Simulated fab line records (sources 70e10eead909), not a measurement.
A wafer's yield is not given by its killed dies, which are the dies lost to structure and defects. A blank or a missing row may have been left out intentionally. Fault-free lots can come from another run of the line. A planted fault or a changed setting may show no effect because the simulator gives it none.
fab line records | flow nand_harc
record lots=6 | wafers=18 | last_day=32
route steps=1302 shown A_CHANNEL_HOLE_D2@603 A_CHANNEL_FILL_D2@610
lots that met no fault: taken from a fault-free run of the same line
start_h: start of the lot's first displayed wafer, in hours after the record's first day | wait_h: hours since the lot's step before | " as in the row above | L1.1+2: several wafers, shown together as one row | - no value, or no start was given | * or withheld: withheld | < > ~ a bound
route shown NAME@n: a module of which the file shows steps, and the number in the route of the first | usual: average and standard deviation across the fault-free wafers | same: alike in all rows | chamber/n: place in a boat | sites: readings site by site | _std_site: the values' standard deviation | _edge_site: inner sites' mean taken away from outer sites' mean | radius_mm: how far each site lies from the wafer's centre | mask NAME#n: copy n | behind: the most recent tool/chamber to have shaped the wafer | hold: the reason the lot was held/the length of the hold in hours/how it ended | device: names the non-switching transistor (n, p or np) | end of line: the tests these same wafers got at the end of their route | a step with no rows: only its recipe | killed: at the first sort, the dies lost to defects and structure; wafer yield is something else | map: shows each die of a wafer: x if killed, . if not, _ if none is there
set.NAME: setting as actually run; set.NAME@STEP: the setting as run at that earlier step | model.NAME: the simulator's own value behind a step, which no gauge read
certain route steps with their lots: each step a table, each wafer a row
services: from which hour (start_h, from the record's first day; less than 0 if before it) a tool's chamber was out of use, for how many hours, and why
## steps
# step NHARC_A_CHANNEL_HOLE_D2_ETCH_44
# recipe target_depth_a=1400 | overetch_a=140 | time_s=77 | ion_energy_ev=100 | cf4_flow_sccm=80 | o2_flow_sccm=20 | ar_flow_sccm=0 | rf_w=300 | bias_w=100 | chemistry=CF4/O2
# step NHARC_A_CHANNEL_HOLE_D2_STRIP_28
# recipe o2_flow_sccm=500 | ar_flow_sccm=0 | bias_w=0 | chemistry=O2
# step NHARC_A_CHANNEL_HOLE_D2_PRECLEAN_29
# recipe time_s=* | temp_c=50 | bath_age_min=0 | chemistry=SC1
# step NHARC_A_CHANNEL_HOLE_D2_SRD_30
# step NHARC_A_CHANNEL_HOLE_D2_CD_MEAS_31
# usual cd_nm=90.4/1.1
lot.wafer | tool      | chamber | start_h | wait_h | cd_nm
L906.1    | cd_sem-02 | -       | 328.04  | -      | 89.5
L906.2    | "         | -       | "       | "      | 91.1
L906.5    | "         | -       | "       | "      | 90.8
L907.1    | cd_sem-01 | -       | 332.23  | -      | 92.2
L907.4    | "         | -       | "       | "      | 92.2
L907.6    | "         | -       | "       | "      | 90.7
L913.2    | cd_sem-02 | -       | 401.58  | -      | 91.5
L913.3    | "         | -       | "       | "      | 91.0
L913.4    | "         | -       | "       | "      | 89.9
L914.2    | cd_sem-01 | -       | 405.74  | -      | 90.2
L914.4    | "         | -       | "       | "      | 92.2
L914.6    | "         | -       | "       | "      | 90.0
L919.1    | cd_sem-03 | -       | 454.33  | -      | 90.4
L919.2    | "         | -       | "       | "      | 90.2
L919.3    | "         | -       | "       | "      | 90.6
L924.1    | cd_sem-03 | -       | 506.89  | -      | 92.0
L924.2    | "         | -       | "       | "      | 91.6
L924.3    | "         | -       | "       | "      | 89.9
# step NHARC_A_CHANNEL_HOLE_D2_XSEM_32
# recipe landing_energy_ev=35000
# usual bot_cd_nm=75.1/1.3 | bow_nm=8.61/0.23 | tilt_deg=0.09/0.035
lot.wafer | tool    | chamber | start_h | wait_h | bot_cd_nm | bow_nm | tilt_deg
L906.1    | xsem-01 | 0       | 328.13  | 0.1    | 73.9      | 8.95   | 0.08
L906.2    | "       | 0       | "       | "      | 76.3      | 8.82   | 0.08
L906.5    | "       | 0       | "       | "      | 75.6      | 8.96   | 0.08
L907.1    | xsem-01 | 0       | 332.31  | 0.1    | 77.8      | 8.56   | 0.10
L907.4    | "       | 0       | "       | "      | 77.5      | 8.57   | 0.10
L907.6    | "       | 0       | "       | "      | 76.4      | 8.57   | 0.10
L913.2    | xsem-02 | 0       | 401.67  | 0.1    | 75.8      | 8.34   | 0.09
L913.3    | "       | 0       | "       | "      | 74.7      | 8.30   | 0.09
L913.4    | "       | 0       | "       | "      | 74.2      | 8.30   | 0.09
L914.2    | xsem-01 | 0       | 405.83  | 0.1    | 74.7      | 8.48   | 0.08
L914.4    | "       | 0       | "       | "      | 77.1      | 8.48   | 0.08
L914.6    | "       | 0       | "       | "      | 75.4      | 8.43   | 0.08
L919.1    | xsem-01 | 0       | 454.42  | 0.1    | 75.0      | 8.37   | 0.13
L919.2    | "       | 0       | "       | "      | 75.7      | 8.28   | 0.13
L919.3    | "       | 0       | "       | "      | 75.8      | 8.28   | 0.13
L924.1    | xsem-02 | 0       | 506.98  | 0.1    | 77.1      | 8.81   | 0.04
L924.2    | "       | 0       | "       | "      | 77.2      | 8.79   | 0.04
L924.3    | "       | 0       | "       | "      | 74.9      | 8.72   | 0.04
# step NHARC_A_CHANNEL_HOLE_D2_INSPECT_40
# usual raw_defect_count=280/68
lot.wafer | tool              | chamber | start_h | wait_h | raw_defect_count
L906.1    | defect_inspect-02 | -       | 328.22  | -      | 263
L906.2    | "                 | -       | "       | "      | 225
L906.5    | "                 | -       | "       | "      | 265
L907.1    | defect_inspect-01 | -       | 332.41  | -      | 257
L907.4    | "                 | -       | "       | "      | 369
L907.6    | "                 | -       | "       | "      | 222
L913.2    | defect_inspect-02 | -       | 401.77  | -      | 274
L913.3    | "                 | -       | "       | "      | 354
L913.4    | "                 | -       | "       | "      | 328
L914.2    | defect_inspect-02 | -       | 405.92  | -      | 350
L914.4    | "                 | -       | "       | "      | 180
L914.6    | "                 | -       | "       | "      | 254
L919.1    | defect_inspect-02 | -       | 454.52  | -      | 285
L919.2    | "                 | -       | "       | "      | 301
L919.3    | "                 | -       | "       | "      | 279
L924.1    | defect_inspect-02 | -       | 507.08  | -      | 382
L924.2    | "                 | -       | "       | "      | 234
L924.3    | "                 | -       | "       | "      | 291
# step NHARC_A_CHANNEL_FILL_D2_PRECLEAN_00
# recipe time_s=* | temp_c=50 | bath_age_min=0 | chemistry=SC1
# step NHARC_A_CHANNEL_FILL_D2_SRD_01
# step NHARC_A_CHANNEL_FILL_D2_ALD_02
# recipe target_thk_a=60 | pulse_time_s=10 | ald_cycles=60 | temp_c=300 | material=SiO2
# usual ald_cycles=60/0 | heater_power_w=456/40 | precursor_pulse_height_rel=1.004/0.021
lot.wafer | tool      | chamber | start_h | wait_h | ald_cycles | heater_power_w | precursor_pulse_height_rel
L906.1    | ald_hk-01 | 0       | 328.49  | -      | 60         | 426            | 1.015
L906.2    | "         | 2       | "       | "      | 60         | 431            | 0.964
L906.5    | "         | 0       | "       | "      | 60         | 435            | 0.969
L907.1    | ald_hk-04 | 2       | 332.61  | -      | 60         | 445            | 1.017
L907.4    | "         | 1       | "       | "      | 60         | 447            | 0.967
L907.6    | "         | 2       | "       | "      | 60         | 450            | 1.017
L913.3    | ald_hk-03 | 0       | 401.96  | -      | 60         | 483            | 1.006
L913.2    | "         | 2       | "       | "      | 60         | 477            | 0.981
L913.4    | "         | 3       | "       | "      | 60         | 370            | 1.017
L914.2    | ald_hk-04 | 1       | 406.19  | -      | 60         | 446            | 0.983
L914.4    | "         | 2       | "       | "      | 60         | 450            | 1.002
L914.6    | "         | 0       | "       | "      | 60         | 476            | 0.997
L919.1    | ald_hk-03 | 3       | 454.71  | -      | 60         | 380            | 1.020
L919.3    | "         | 0       | "       | "      | 60         | 488            | 0.989
L919.2    | "         | 1       | "       | "      | 60         | 512            | 1.034
L924.2    | ald_hk-01 | 0       | 507.28  | -      | 60         | 429            | 1.004
L924.3    | "         | 1       | "       | "      | 60         | 510            | 1.012
L924.1    | "         | 2       | "       | "      | 60         | 444            | 1.002
# step NHARC_A_CHANNEL_FILL_D2_ALD_03
# recipe target_thk_a=60 | pulse_time_s=60 | ald_cycles=58 | temp_c=630 | pressure_torr=2 | material=SiNx
# usual ald_cycles=58/0 | precursor_pulse_height_rel=1.001/0.019
lot.wafer | tool             | chamber | start_h | wait_h | ald_cycles | precursor_pulse_height_rel
L906.1    | ald_sin_batch-01 | 0       | -       | -      | 58         | 1.017
L906.2    | "                | 0       | "       | "      | 58         | 0.980
L906.5    | "                | 0       | "       | "      | 58         | 0.998
L907.1    | ald_sin_batch-01 | 0       | 337.34  | 4.4    | 58         | 1.025
L907.4    | "                | 0       | "       | "      | 58         | 1.014
L907.6    | "                | 0       | "       | "      | 58         | 0.992
L913.2    | ald_sin_batch-03 | 0       | -       | -      | 58         | 1.008
L913.3    | "                | 0       | "       | "      | 58         | 1.014
L913.4    | "                | 0       | "       | "      | 58         | 0.992
L914.2    | ald_sin_batch-02 | 0       | -       | -      | 58         | 0.990
L914.4    | "                | 0       | "       | "      | 58         | 1.007
L914.6    | "                | 0       | "       | "      | 58         | 1.001
L919.1    | ald_sin_batch-01 | 0       | -       | -      | 58         | 0.966
L919.2    | "                | 0       | "       | "      | 58         | 0.989
L919.3    | "                | 0       | "       | "      | 58         | 0.983
L924.1    | ald_sin_batch-03 | 0       | -       | -      | 58         | 0.984
L924.2    | "                | 0       | "       | "      | 58         | 1.014
L924.3    | "                | 0       | "       | "      | 58         | 1.027
# step NHARC_A_CHANNEL_FILL_D2_ALD_14
# recipe target_thk_a=25 | pulse_time_s=10 | ald_cycles=25 | temp_c=300 | material=SiO2
# usual ald_cycles=25/0 | heater_power_w=453/40 | precursor_pulse_height_rel=1.000/0.02
lot.wafer | tool      | chamber | start_h | wait_h | ald_cycles | heater_power_w | precursor_pulse_height_rel
L906.1    | ald_hk-01 | 3       | 335.51  | 0.0    | 25         | 389            | 0.996
L906.2    | "         | 1       | "       | "      | 25         | 510            | 1.005
L906.5    | "         | 3       | "       | "      | 25         | 406            | 1.034
L907.1    | ald_hk-01 | 0       | 340.95  | 0.1    | 25         | 433            | 1.007
L907.4    | "         | 1       | "       | "      | 25         | 498            | 0.979
L907.6    | "         | 0       | "       | "      | 25         | 431            | 1.019
L913.2    | ald_hk-03 | 3       | 409.32  | 0.4    | 25         | 379            | 1.022
L913.3    | "         | 0       | "       | "      | 25         | 489            | 0.973
L913.4    | "         | 1       | "       | "      | 25         | 523            | 0.999
L914.4    | ald_hk-01 | 0       | 413.16  | 0.0    | 25         | 433            | 0.998
L914.2    | "         | 1       | "       | "      | 25         | 489            | 1.009
L914.6    | "         | 1       | "       | "      | 25         | 501            | 1.002
L919.3    | ald_hk-03 | 3       | 461.78  | 0.0    | 25         | 359            | 1.009
L919.1    | "         | 0       | "       | "      | 25         | 491            | 0.975
L919.2    | "         | 2       | "       | "      | 25         | 474            | 0.971
L924.2    | ald_hk-03 | 0       | 517.13  | 2.9    | 25         | 490            | 1.019
L924.3    | "         | 1       | "       | "      | 25         | 510            | 1.008
L924.1    | "         | 3       | "       | "      | 25         | 372            | 0.985
# step NHARC_A_CHANNEL_FILL_D2_ALD_15
# recipe target_thk_a=20 | pulse_time_s=60 | ald_cycles=19 | temp_c=630 | pressure_torr=2 | material=SiNx
# usual ald_cycles=19/0 | precursor_pulse_height_rel=0.997/0.02
lot.wafer | tool             | chamber | start_h | wait_h | ald_cycles | precursor_pulse_height_rel
L906.1    | ald_sin_batch-02 | 0       | 338.63  | -      | 19         | 0.984
L906.2    | "                | 0       | "       | "      | 19         | 1.009
L906.5    | "                | 0       | "       | "      | 19         | 0.994
L907.1    | ald_sin_batch-01 | 0       | 344.08  | -      | 19         | 1.004
L907.4    | "                | 0       | "       | "      | 19         | 0.982
L907.6    | "                | 0       | "       | "      | 19         | 1.010
L913.2    | ald_sin_batch-01 | 0       | 412.44  | -      | 20         | 1.012
L913.3    | "                | 0       | "       | "      | 20         | 0.990
L913.4    | "                | 0       | "       | "      | 20         | 0.932
L914.2    | ald_sin_batch-01 | 0       | 416.28  | -      | 20         | 1.009
L914.4    | "                | 0       | "       | "      | 20         | 1.009
L914.6    | "                | 0       | "       | "      | 20         | 0.993
L919.1    | ald_sin_batch-02 | 0       | 464.89  | -      | 19         | 1.002
L919.2    | "                | 0       | "       | "      | 19         | 0.979
L919.3    | "                | 0       | "       | "      | 19         | 0.997
L924.1    | ald_sin_batch-02 | 0       | 521.26  | -      | 19         | 1.029
L924.2    | "                | 0       | "       | "      | 19         | 0.991
L924.3    | "                | 0       | "       | "      | 19         | 1.027
# step NHARC_A_CHANNEL_FILL_D2_ALD_16
# recipe target_thk_a=15 | pulse_time_s=10 | ald_cycles=15 | temp_c=300 | material=SiO2
# usual ald_cycles=15/0 | heater_power_w=455/41 | precursor_pulse_height_rel=0.999/0.021
lot.wafer | tool      | chamber | start_h | wait_h | ald_cycles | heater_power_w | precursor_pulse_height_rel
L906.1    | ald_hk-01 | 3       | 340.67  | 0.0    | 15         | 409            | 1.031
L906.2    | "         | 0       | "       | "      | 15         | 431            | 1.013
L906.5    | "         | 3       | "       | "      | 15         | 396            | 1.018
L907.4    | ald_hk-03 | 3       | 346.18  | 0.1    | 15         | 378            | 1.018
L907.1    | "         | 1       | "       | "      | 15         | 488            | 1.011
L907.6    | "         | 2       | "       | "      | 15         | 445            | 1.029
L913.3    | ald_hk-01 | 2       | 414.51  | 0.0    | 15         | 443            | 1.023
L913.4    | "         | 0       | "       | "      | 15         | 418            | 1.013
L913.2    | "         | 1       | "       | "      | 15         | 510            | 1.037
L914.2    | ald_hk-04 | 3       | 418.65  | 0.4    | 15         | 486            | 1.018
L914.4    | "         | 2       | "       | "      | 15         | 456            | 1.009
L914.6    | "         | 3       | "       | "      | 15         | 494            | 1.003
L919.2    | ald_hk-01 | 3       | 466.97  | 0.0    | 15         | 407            | 0.992
L919.3    | "         | 0       | "       | "      | 15         | 447            | 1.002
L919.1    | "         | 1       | "       | "      | 15         | 491            | 0.985
L924.1    | ald_hk-01 | 3       | 523.30  | 0.0    | 15         | 385            | 1.053
L924.2    | "         | 0       | "       | "      | 15         | 440            | 1.011
L924.3    | "         | 2       | "       | "      | 15         | 438            | 0.965
## services
tool             | chamber | start_h | hours | kind
ald_hk-01        | 0       | 306.55  | -     | clean
ald_hk-01        | 1       | 306.55  | -     | clean
ald_hk-01        | 2       | 306.55  | -     | clean
ald_hk-01        | 3       | 306.55  | -     | clean
xsem-01          | -       | 374.00  | 14.0  | pm
ald_hk-03        | -       | 391.64  | 10.0  | pm
ald_hk-03        | 0       | 391.64  | 10.0  | vent_cycle
ald_hk-03        | 1       | 391.64  | 10.0  | vent_cycle
ald_hk-03        | 2       | 391.64  | 10.0  | vent_cycle
ald_hk-03        | 3       | 391.64  | 10.0  | vent_cycle
ald_hk-03        | 0       | 401.64  | -     | clean
ald_hk-03        | 1       | 401.64  | -     | clean
ald_hk-03        | 2       | 401.64  | -     | clean
ald_hk-03        | 3       | 401.64  | -     | clean
ald_hk-03        | -       | 434.75  | 0.6   | repair
ald_sin_batch-01 | -       | 464.82  | 4.6   | repair
ald_hk-01        | 1       | 475.45  | 10.0  | vent_cycle
ald_hk-01        | 2       | 475.45  | 10.0  | vent_cycle
ald_hk-01        | 0       | 485.45  | -     | clean
ald_hk-01        | 1       | 485.45  | -     | clean
ald_hk-01        | 2       | 485.45  | -     | clean
ald_hk-01        | 3       | 485.45  | -     | clean
ald_sin_batch-01 | -       | 508.45  | 26.0  | pm
ald_sin_batch-03 | -       | 515.81  | 6.6   | repair
## key
first_sign step=NHARC_A_CHANNEL_FILL_D2_ALD_15 | reading=ald_cycles | direction=up | sigmas=99+ | usual=19 | struck=20
effect none on later readings
met_at NHARC_A_CHANNEL_FILL_D2_ALD_15
struck_wafers L913.2,L913.3,L913.4,L914.2,L914.4,L914.6
tester_left_out L913,L914
fault kind=process_parameter_drift | tool=ald_sin_batch-01 | chamber=- | onset_h=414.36 | steps=NHARC_A_CHANNEL_FILL_D2_ALD_15 | channel=ald_cycles | offset=1 | shape=step | end_h=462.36 | acts_in=these_recipes_only | stated=19
# tester_left_out: of these lots the tester's yield and bins aren't shown, on N5 and GAA mostly nor the transistor test; their killed dies are dies lost to structure and defects alone, not to doping, threshold or leakage, so they don't give the yield
